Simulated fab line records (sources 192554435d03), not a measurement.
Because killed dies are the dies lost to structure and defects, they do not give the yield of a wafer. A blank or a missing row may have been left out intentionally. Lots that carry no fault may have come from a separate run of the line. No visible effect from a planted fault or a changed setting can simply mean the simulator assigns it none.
A lot that was struck, set against a sound lot	flow n5_finfet	15 steps out of a route of 1938
Sound: these wafers, L481.1, L481.3, L481.4. Struck: wafer L489.1. (L489.6 of the same lot was not struck and is left out.) The cause comes at the end.
Order at every step that has rows: each side's tool, ch and its chambers, its first start. Under that, the readings that differ: sound wafers	struck wafers	difference of the means	sigmas: that difference in standard deviations of wafers without a fault.
alike: readings whose means differ by less than 2 such deviations, and words and numbers that are the same on both sides. not compared: withheld readings, readings that some wafer has no value for, bounds like >300 that may hide the same value, and numbers for which the record gives no deviation and whose values overlap.
A row with sigmas, a row that says differs or no value, or rows on one side alone: a step with any of these is where the two part. Non-overlapping numbers with no deviation appear without sigmas and do not part them. A reading that every wafer of one side lacks parts them only if that side has two wafers or more.

N5_BEOL_M9_CMP_52: polishes, stops on SiCOH lowk, t overpolish 7 s, target thk 140 nm.
  sound on cmp-03 ch 0,2,3, day 12 08:11; struck on cmp-03 ch 0, day 14 06:49
  alike: barrier_field_endpoint_s, motor_current_A, overpolish_run_s, time_to_endpoint_s
N5_BEOL_M9_THK_MEAS_53: measures by xrf.
  sound: film_metro-01 at day 12 08:26; struck: film_metro-01 at day 14 07:07
  alike: M9_THK
then, 1 step without rows for these wafers: N5_BEOL_M9_PRE_CLEAN_55 (time 15 s).
N5_BEOL_M9_DEP_56: deposits SiCN from 3MS/NH3, target thk 15 nm, time 26.5 s.
  sound on pecvd-03 ch 1,2, day 12 08:29; struck on pecvd-02 ch 0, day 14 07:11
  alike: showerhead_plenum_p_Torr, throttle_valve_pct
N5_BEOL_M9_RS_MEAS_57: measures by four-point-probe.
  sound: film_metro-02 at day 12 08:34; struck: film_metro-02 at day 14 07:15
reading	sound	struck	difference	sigmas
M9_RS (ohm/sq)	0.150 0.149 0.151	0.159	+0.009	+2
N5_BEOL_M9_INSPECT_58: inspects for defects (darkfield).
  sound: defect_inspect-02 at day 12 08:35; struck: defect_inspect-02 at day 14 07:17
  alike: raw_defect_count
N5_BEOL_M10_ILD_DEP_00: deposits SiCOH lowk from DEMS/porogen, target thk 308.51 nm, time 58 s.
  sound on pecvd-02 ch 0,2, day 12 08:38; struck on pecvd-02 ch 1, day 14 07:19
reading	sound	struck	difference	sigmas
showerhead_plenum_p_Torr (Torr)	5.757 5.713 5.756	5.695	-0.047	-2
  alike: heater_power_w, throttle_valve_pct
then, 1 step without rows for these wafers: N5_BEOL_M10_CURE_71 (cures SiCOH lowk, time 240 s).
N5_BEOL_M10_THK_MEAS_01:
  sound: film_metro-01 at day 12 09:13; struck: film_metro-02 at day 14 07:54
  alike: M10_ILD_THK
N5_BEOL_M10_PECVD_70: deposits SiO2 from TEOS/O2, target thk 20 nm, time 22.7 s.
  sound on pecvd-04 ch 0,1, day 12 09:16; struck on pecvd-02 ch 2, day 14 07:56
  alike: heater_power_w, showerhead_plenum_p_Torr, throttle_valve_pct
N5_BEOL_M10_HM_DEP_02: deposits TiN, target thk 20 nm.
  sound: pvd_sputter-02 at day 12 10:56; struck: pvd_sputter-03 at day 14 08:54
  alike: chamber_pressure_pa, throttle_valve_pct
then, 1 step without rows for these wafers: N5_BEOL_M10_COAT_59 (time 60 s, resist thk 100 nm).
N5_BEOL_M10_COAT_60: time 60 s, resist thk 30 nm.
  sound on litho_track-03 ch 0, day 12 11:04; struck on litho_track-02 ch 0, day 14 09:02
reading	sound	struck	difference	sigmas
heater_power_total_W (W)	429.0 430.4 424.7	566.1	+138.1	+63
run_length_s (s)	66.42 66.30 66.25	44.87	-21.45	-99 or more
  not compared: plate_temp_C
then, 1 step without rows for these wafers: N5_BEOL_M10_COAT_05 (resist thk 90 nm).
-- the record jumps here: 2 days lie between the struck wafers' starts before and after (it left off in module BEOL_M10 and takes up again in module PASSIVATION, whose first step shown is number 1936 of the route) --
N5_PASSIVATION_PROBE_49:
  sound: prober-01 at day 14 20:02; struck: prober-01 at day 16 13:35
reading	sound	struck	difference	sigmas
killed_at_front_end	65 63 77	40	-28	-2
  alike: defect_limited_yield, killed_at_M0_to_M3, killed_at_M4_up, killed_at_contacts, killed_at_other, killed_dies, killed_open, killed_short, sort_bin_5_function, sort_bin_6_memory, sort_bin_8_speed, sort_n_pass

## WHERE THEY PART
At N5_BEOL_M9_RS_MEAS_57 first; at N5_PASSIVATION_PROBE_49 last (within this record only).

WHY: the cause the simulator had injected
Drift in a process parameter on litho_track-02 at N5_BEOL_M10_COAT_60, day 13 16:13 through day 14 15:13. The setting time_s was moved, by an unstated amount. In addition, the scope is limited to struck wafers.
